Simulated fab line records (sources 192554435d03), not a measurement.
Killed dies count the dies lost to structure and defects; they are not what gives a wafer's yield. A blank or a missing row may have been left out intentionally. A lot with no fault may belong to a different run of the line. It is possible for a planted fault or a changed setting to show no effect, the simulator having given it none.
A lot that was struck, set against a sound lot :: flow n5 finfet :: 16 steps out of a route of 1938
Sound: wafers L140.1, L140.2, L140.3. Struck: wafer L145.6 (left out: L145.1, L145.4 of the same lot, which were not struck); the cause appears at the end.
Per side, at each step with rows, come the tool, then ch with its chambers, and then its first start. Under that, the readings that differ: sound wafers :: struck wafers :: difference of the means :: sigmas: that difference in standard deviations of wafers without a fault.
alike: readings whose means differ by less than 2 such deviations, and words and numbers that are the same on both sides. not compared: withheld readings, readings that some wafer has no value for, bounds like >300 that may hide the same value, and numbers for which the record gives no deviation and whose values overlap.
The two part at a step that has a row with sigmas, a row that says differs or no value, or rows on one side only. Non-overlapping numbers with no deviation appear without sigmas and do not part them. A reading that every wafer of one side lacks parts them only if that side has two wafers or more.

first, 3 steps without rows for these wafers: N5_BEOL_M0_SAQP_STRIP_80 (strips in N2/H2); N5_BEOL_M0_SAQP_HM_OPEN_112 (chemistry CHF3/O2, target SiO2, stops on a-Si, target depth 12 nm, time 13.5 s); N5_BEOL_M0_SAQP_STRIP_113 (strips in CHF3/O2).
N5_BEOL_M0_SAQP_MANDREL_ETCH_20: etches a-Si in HBr/Cl2, stops on SiNx, target depth 60 nm, bt time 10 s, time 30 s.
  sound on rie si-04 ch 1,2,3, day 6 11:38; struck on rie si-04 ch 3, day 7 02:23
  alike: HBr_flow_sccm, drypump motor current A, oes product au, throttle valve pct
  not compared: rf hours counter h
then, 3 steps without rows for these wafers: N5_BEOL_M0_SAQP_STRIP_86 (strips in N2/H2); N5_BEOL_M0_SAQP_STRIP_115 (strips in post etch residue remover, time 60 s); N5_BEOL_M0_SAQP_SRD_93 (time 30 s).
N5_BEOL_M0_SAQP_RECESS_114: chemistry HF/NH3, target SiO2, target depth 14.4 nm, afs cycles 3, sublimation time 60 s.
  sound on vapor etch-02 ch 0,1, day 6 11:56; struck on vapor etch-01 ch 0, day 7 02:37
  alike: drypump motor current A
N5_BEOL_M0_SAQP_SPACER1_ALD_98: deposits SiO2, target thk 12.8 nm, pulse time 1 s, purge time 2 s.
  sound on ald sin-03 ch 0,2,3, day 6 12:19; struck on ald sin-04 ch 1, day 7 03:00
  alike: heater power w, precursor pulse height rel
N5_BEOL_M0_SAQP_SPACER1_ETCHBACK_99: etches SiO2 in CHF3/O2, target depth 15.4 nm, time 7.7 s.
  sound on rie diel-01 ch 0,1,2, day 6 12:47; struck on rie diel-04 ch 2, day 7 03:29
reading: rf vpp V (V)
sound: 528 553 535
struck: 508
difference: -31
sigmas: -2
  alike: drypump motor current A, oes product au, showerhead plenum p Torr, throttle valve pct
  not compared: rf hours counter h
then, 1 step without rows for these wafers: N5_BEOL_M0_SAQP_MANDREL1_REMOVE_100 (chemistry HBr/Cl2/O2, target a-Si, stops on SiNx, bt time 10 s).
N5_BEOL_M0_SAQP_CD_MEAS_25 targets a cd of 13.1 nm.
  sound on cd sem-02 ch 0, day 6 12:59; struck on cd sem-01 ch 0, day 7 03:41
  alike: cd nm
N5_BEOL_M0_SAQP_ETCH_101: etches SiNx in CH3F/O2, target depth 29.9 nm, time 42.7 s.
  sound on rie diel-01 ch 0,1,2, day 6 13:05; struck on rie diel-03 ch 0, day 7 03:43
reading: oes product au (a.u.)
sound: 0.68 0.98 0.75
struck: 1.32
difference: +0.52
sigmas: +6

reading: showerhead plenum p Torr (Torr)
sound: 1.86 1.94 1.94
struck: 2.13
difference: +0.22
sigmas: +3

reading: model.etch.depth nm (nm)
sound: 29.65 30.04 29.17
struck: 49.01
difference: +19.39
sigmas: 
  alike: CH3F_flow_sccm, drypump motor current A, rf vpp V, throttle valve pct
  not compared: rf hours counter h
N5_BEOL_M0_SAQP_ETCH_102: etches SiO2 in CF4, target depth 4 nm, time 4.4 s.
  sound on rie si-06 ch 0,1,2, day 6 13:11; struck on rie si-05 ch 1, day 7 03:49
reading: drypump motor current A (A)
sound: 6.7 6.6 5.7
struck: 5.1
difference: -1.2
sigmas: -3
  alike: oes product au, throttle valve pct
  not compared: rf hours counter h
-- here the record skips 3 days between the struck wafers' starts before and after, leaving off in module BEOL_M0_SAQP and picking up in module BEOL_M4 (first step shown: number 1111 of the route) --
N5_BEOL_M4_RC_MEAS_101:
  sound on prober-01 ch 0, day 9 11:00; struck on prober-01 ch 0, day 10 03:18
  alike: DIBL_N, DIBL_P, IOFF_N, IOFF_P, ION_N, ION_P, SS_N, SS_P, VT_N, VT_P
after that, 1 step had no rows for these wafers: N5_PASSIVATION_PROBE_49.

== WHERE THEY PART ==
Earliest at N5_BEOL_M0_SAQP_SPACER1_ETCHBACK_99; latest, in this record, at N5_BEOL_M0_SAQP_ETCH_102. Later steps at which nothing parts them and some readings are alike: N5_BEOL_M4_RC_MEAS_101.

WHY: whatever the simulator had introduced
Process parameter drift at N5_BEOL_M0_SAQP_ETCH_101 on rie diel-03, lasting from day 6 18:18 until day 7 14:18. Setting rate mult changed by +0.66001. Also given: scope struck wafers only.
